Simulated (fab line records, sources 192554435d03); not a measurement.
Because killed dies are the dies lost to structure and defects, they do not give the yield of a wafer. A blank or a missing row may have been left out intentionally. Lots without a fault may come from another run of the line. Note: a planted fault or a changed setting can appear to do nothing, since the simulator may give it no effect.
Struck lot and sound lot, side by side	flow n5Finfet	15 out of 1938 route steps
Sound: these wafers, L539.1, L539.3, L539.4. Struck: wafers L534.1, L534.2, L534.5. The cause is named last.
Order at every step that has rows: each side's tool, ch and its chambers, its first start. Under that, the readings that differ: sound wafers	struck wafers	difference of the means	sigmas: that difference in standard deviations of wafers without a fault.
alike: readings with means less than 2 such deviations apart, plus words and numbers identical on both sides. not compared: withheld readings, readings lacking a value on some wafer, bounds such as >300 that could conceal the same value, and numbers that have no deviation in the record and whose values overlap.
The two part at a step that has a row with sigmas, a row that says differs or no value, or rows on one side only. Non-overlapping numbers with no deviation appear without sigmas and do not part them. A reading missing from all wafers of one side parts the sides only when that side holds two or more wafers.

first, 8 steps without rows for these wafers: N5_HKMG_FIN_COAT_41 (time 60 s, resist thk 300 nm); N5_HKMG_FIN_COAT_42 (time 60 s, resist thk 35 nm); N5_HKMG_FIN_COAT_43 (resist thk 90 nm); N5_HKMG_FIN_EBR_45; N5_HKMG_FIN_SOFTBAKE_44 (time 60 s); N5_HKMG_FIN_EXPOSE_46 (exposes mask NDIPOLE); N5_HKMG_FIN_PEB_47 (peb time 60 s); N5_HKMG_FIN_DEVELOP_48 (develop time 30 s).
N5_HKMG_FIN_CD_MEAS_49 targets a cd of 202 nm.
  sound on cdSem-01 ch 0, day 9 07:33; struck on cdSem-01 ch 0, day 7 22:41
  alike: cdNm
N5_HKMG_FIN_OVL_MEAS_50:
  sound on overlay-01 ch 0, day 9 07:35; struck on overlay-02 ch 0, day 7 22:43
  alike: NDIPOLE_OVL
N5_HKMG_FIN_INSPECT_61: inspects for defects (macro).
  struck on defectInspect-01, day 7 22:44; sound on defectInspect-02, day 9 07:36
  alike: rawDefectCount
N5_HKMG_FIN_DESCUM_53: chemistry O2, time 7.9 s.
  sound on rieDiel-06 ch 0,2,3, day 9 07:38; struck on rieDiel-02 ch 0,2,3, day 7 23:04
  alike: drypumpMotorCurrentA, oesProductAu, rfVppV, showerheadPlenumPTorr, throttleValvePct
  not compared: rfHoursCounterH
N5_HKMG_FIN_ETCH_54: etches SiARC in CF4, target depth 45.5 nm, time 75.8 s.
  sound on rieDiel-06 ch 0,2,3, day 9 07:40; struck on rieDiel-02 ch 0,2,3, day 7 23:06
reading	sound	struck	difference	sigmas
biasW (W)	36.05 35.86 35.99	34.25 34.21 34.33	-1.70	-17
rfVppV (V)	184.2 183.8 183.6	176.4 179.9 177.4	-6.0	-5
  alike: drypumpMotorCurrentA, etchRfOnTimeS, oesProductAu, showerheadPlenumPTorr, throttleValvePct
  not compared: rfHoursCounterH
N5_HKMG_FIN_ETCH_55: etches SOC in N2/H2, target depth 240 nm, time 300 s.
  sound on rieDiel-06 ch 0,2,3, day 9 07:44; struck on rieDiel-02 ch 0,2,3, day 7 23:09
  alike: biasW, drypumpMotorCurrentA, n2FlowSccm, oesProductAu, rfVppV, showerheadPlenumPTorr, throttleValvePct
  not compared: rfHoursCounterH
-- the record jumps here: 9 days lie between the struck wafers' starts before and after (it left off in module HKMG_FIN and takes up again in module PASSIVATION, whose first step shown is number 1936 of the route) --
N5_PASSIVATION_PROBE_49:
  rows exist in the record for the struck wafers here (prober-02, day 16 17:05), but not for the sound ones

WHERE THEY PART
At N5_HKMG_FIN_ETCH_54 first; at N5_PASSIVATION_PROBE_49 last (within this record only).

WHY: what the simulator had put in
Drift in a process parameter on rieDiel-02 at N5_HKMG_FIN_ETCH_54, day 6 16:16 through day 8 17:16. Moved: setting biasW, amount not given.
